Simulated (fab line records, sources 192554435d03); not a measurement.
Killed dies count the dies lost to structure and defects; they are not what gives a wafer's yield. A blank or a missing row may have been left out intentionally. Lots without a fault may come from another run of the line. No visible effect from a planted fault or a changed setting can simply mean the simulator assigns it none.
The tool behind it: which one?    flow n5 finfet    9 lots with 27 wafers sampled at 3 steps, on a route of 1938 steps

## WHAT THE GAUGES READ, wafer by wafer
N5_BEOL_M7_OCD_MEAS_38.
lot   measured      on      trench depth nm (nm)
L714  day 9 16:01   ocd-02  93.6 92.8 94.0
L718  day 10 18:52  ocd-01  93.1 93.1 93.1
L721  day 11 04:23  ocd-01  92.0 92.4 92.6
L729  day 13 15:22  ocd-01  87.9 87.7 88.8
L731  day 13 14:58  ocd-02  88.9 89.1 89.1
L730  day 13 19:32  ocd-02  89.8 89.4 88.0
L732  day 13 21:01  ocd-02  93.0 92.4 91.8
L735  day 14 19:21  ocd-01  95.0 92.9 93.2
L733  day 14 19:52  ocd-02  92.6 94.4 93.4

## WHAT TOOL EACH LOT RAN ON (gives the tool, then ch and the chambers of the sampled wafers, and finally the start)
lot   N5_BEOL_M7_TRENCH_ETCH_37           N5_BEOL_M7_ETCH_41
L714  rie diel-02 ch 2,3, day 9 15:52     rie diel-02 ch 2,3, day 9 16:01 or earlier
L718  rie diel-02 ch 0,2,3, day 10 18:43  rie diel-02 ch 0,2,3, day 10 18:52 or earlier
L721  rie diel-02 ch 0,1,2, day 11 04:14  rie diel-02 ch 0,1,2, day 11 04:23 or earlier
L729  rie diel-02 ch 1,2,3, day 13 15:13  rie diel-02 ch 1,2,3, day 13 15:22 or earlier
L731  rie diel-02 ch 2,3, day 13 14:49    rie diel-02 ch 2,3, day 13 14:58 or earlier
L730  rie diel-02 ch 0,1,2, day 13 19:23  rie diel-02 ch 0,1,2, day 13 19:32 or earlier
L732  rie diel-06 ch 0,1,2, day 13 20:51  rie diel-06 ch 0,1,2, day 13 21:01 or earlier
L735  rie diel-01 ch 0,3, day 14 19:11    rie diel-01 ch 0,3, day 14 19:21 or earlier
L733  rie diel-06 ch 2,3, day 14 19:43    rie diel-06 ch 2,3, day 14 19:52 or earlier
- N5_BEOL_M7_TRENCH_ETCH_37: etches SiCOH lowk in C4F6/O2, target depth 93.478 nm, time 31.2 s.
- N5_BEOL_M7_ETCH_41: etches SiCN in CH3F/O2, target depth 31.9 nm, time 57.8 s.

## THE ANSWER, worked out from the rows above alone
Rule: the usual values come from the lots themselves. Put in order of their means at a reading, lots are off if they are a third of the lots or fewer, leave a main group of 4 or more, and stand apart from it by a gap of 3 or more times the standard deviation of the main group's means; of several such gaps the widest counts. Not used: any main group whose means are identical at the precision the tables above print for the reading. Also off: a lot with no number at a reading for which 4 or more lots have one. Any other lot the step has rows for is counted as sound.
Off: L729, L731, L730, at N5_BEOL_M7_OCD_MEAS_38 (trench depth nm). The main group has a mean of 93.1 nm with a standard deviation of 0.53.
A tool fits if, at a process step before that reading, it ran every lot that is off, and no sound lot after the first of them. The gauges at N5_BEOL_M7_OCD_MEAS_38 are tried like those tools. Because N5_BEOL_M7_ETCH_41 lacks a start for some lots, the hours and order of its lots are taken from N5_BEOL_M7_OCD_MEAS_38. One fits: N5_BEOL_M7_TRENCH_ETCH_37 and N5_BEOL_M7_ETCH_41 on rie diel-02. At N5_BEOL_M7_TRENCH_ETCH_37 its last sound lot is L721 (day 11 04:14), its first lot that is off L731 (day 13 14:49): a fault that began between those two fits.

## WHAT HAD BEEN PUT IN BY THE SIMULATOR
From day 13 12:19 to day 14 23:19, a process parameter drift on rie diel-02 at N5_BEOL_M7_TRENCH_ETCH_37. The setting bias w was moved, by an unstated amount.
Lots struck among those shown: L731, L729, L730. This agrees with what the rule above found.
